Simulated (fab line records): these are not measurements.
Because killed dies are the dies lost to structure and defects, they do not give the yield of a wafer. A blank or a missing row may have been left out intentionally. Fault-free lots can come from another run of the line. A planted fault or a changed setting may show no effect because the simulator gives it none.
Which tool did it?    flow n5_finfet    route of 1938 steps, sampled at 1 step: 11 lots, 33 wafers

WHAT THE GAUGES SHOWED, per wafer
N5_BEOL_M15_OVL_MEAS_29.
lot   measured      on          M15_OVL (nm)
L259  day 14 06:04  overlay-01  6 3 4
L261  day 15 04:41  overlay-02  -4 -1 -1
L263  day 15 09:57  overlay-02  5 10 12
L266  day 16 05:07  overlay-02  14 16 12
L264  day 16 11:13  overlay-02  4 9 7
L267  day 16 11:46  overlay-02  15 5 7
L268  day 17 06:42  overlay-02  5 1 4
L269  day 17 07:36  overlay-01  7 3 11
L270  day 17 22:22  overlay-01  10 12 15
L272  day 18 03:31  overlay-02  19 11 11
L276  day 19 10:12  overlay-01  5 4 -4

TOOL THAT RAN EACH LOT (tool first, then ch and the chambers of the sampled wafers, then the start)
The record shows no process step preceding these readings.

WHAT THE TOOLS THEMSELVES READ (means of the sampled wafers that have a number; where no wafer has one, the mark that the record gives instead)
The record holds no such reading with a usual standard deviation.

THE ANSWER, worked out from the rows above alone
Rule: what is usual is taken from the lots themselves. The widest of any qualifying gaps counts: lots, ordered by their means at a reading, are off when they make up no more than a third of the lots, leave a main group of 4 or more, and stand apart from it by 3 or more times the standard deviation of that group's means. A main group whose means are all the same, to the digits that the tables above print for the reading, isn't used. Also off: a lot with no number at a reading for which 4 or more lots have one. The other lots that the step has rows for count as sound. After the gauges, taken in route order, come the tools' own readings; for these a lot's mean is taken, as printed above. The first step at which some lot is off is used, and at that step the reading that is off furthest; a lot without a number counts as furthest.
Across all readings shown, no lot is off: no conclusion can be drawn from this.

WHAT WAS PUT IN BY THE SIMULATOR
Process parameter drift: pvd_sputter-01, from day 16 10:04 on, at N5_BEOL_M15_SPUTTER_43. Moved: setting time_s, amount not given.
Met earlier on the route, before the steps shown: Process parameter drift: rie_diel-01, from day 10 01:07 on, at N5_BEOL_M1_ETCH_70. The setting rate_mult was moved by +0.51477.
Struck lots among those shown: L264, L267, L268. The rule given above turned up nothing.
